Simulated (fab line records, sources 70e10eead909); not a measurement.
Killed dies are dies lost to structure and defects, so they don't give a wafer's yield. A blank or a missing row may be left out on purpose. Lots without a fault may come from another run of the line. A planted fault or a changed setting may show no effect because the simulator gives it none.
Chamber matching | flow nand_harc | NHARC_A_BONDPAD_ETCH_24 on rie_diel-08: 4 sister chambers
The step etches the open film in CF4/N2, target depth 30 nm, time 72.99 s. 14 wafers are shown with their chamber, then 7 later ones without.

WAFERS WITH THEIR CHAMBER
wafer  | chamber | showerhead_plenum_p_Torr (Torr) | rf_fwd_power_W (W) | n2_flow_sccm (sccm)
L565.1 | 3       | 2.64                            | 296.5              | 100.4
L565.5 | 0       | 2.66                            | 298.5              | 100.2
L565.6 | 1       | 2.79                            | 298.1              | 99.6
L566.1 | 2       | 2.66                            | 295.9              | 99.5
L566.4 | 0       | 2.66                            | 297.2              | 100.1
L566.6 | 1       | 2.79                            | 297.7              | 99.4
L568.4 | 0       | 2.66                            | 297.7              | 100.5
L568.5 | 2       | 2.65                            | 295.8              | 99.5
L568.6 | 3       | 2.64                            | 296.4              | 100.2
L581.1 | 2       | 2.65                            | 295.2              | 100.2
L581.2 | 0       | 2.66                            | 297.3              | 99.9
L581.5 | 3       | 2.64                            | 297.9              | 99.8
L583.4 | 2       | 2.65                            | 295.0              | 99.7
L583.5 | 3       | 2.64                            | 297.7              | 100.3

SIGNATURES (means of the wafers above)
reading                  | chamber 0 | chamber 1 | chamber 2 | chamber 3 | scatter within a chamber
showerhead_plenum_p_Torr | 2.6600    | 2.7900    | 2.6525    | 2.6400    | 0.00274
rf_fwd_power_W           | 297.675   | 297.900   | 295.475   | 297.125   | 0.597
n2_flow_sccm             | 100.175   | 99.500    | 99.725    | 100.175   | 0.272
Rule: a wafer's distance from a chamber is the root of the sum, over the readings, of the square of ((its reading less the chamber's mean) divided by the reading's scatter). The wafer belongs to the nearest chamber; if the next one is less than 2 further off, it can't be placed. The scatter: the root of (the sum of the squares of (reading less its chamber's mean) over the shown wafers, divided by (wafers less chambers)).

WAFERS WITHOUT THEIR CHAMBER
wafer  | showerhead_plenum_p_Torr (Torr) | rf_fwd_power_W (W) | n2_flow_sccm (sccm)
L583.6 | 2.66                            | 298.0              | 99.6
L585.1 | 2.66                            | 297.6              | 100.0
L585.4 | 2.65                            | 297.0              | 100.4
L585.6 | 2.65                            | 296.1              | 100.3
L584.3 | 2.65                            | 296.3              | 100.0
L584.4 | 2.79                            | 297.0              | 100.0
L584.6 | 2.66                            | 296.3              | 100.0

WHICH CHAMBER EACH WENT THROUGH
wafer  | from the rows above          | in truth
L583.6 | 0                            | 0
L585.1 | 0                            | 0
L585.4 | can't be placed: 2 or 3 or 0 | 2
L585.6 | can't be placed: 2 or 3      | 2
L584.3 | 2                            | 2
L584.4 | 1                            | 1
L584.6 | can't be placed: 0 or 2      | 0
Placed correctly: 4 of 7. Can't be placed from these rows: 3 (the true chamber is among the candidates in 3). Placed wrongly: 0.
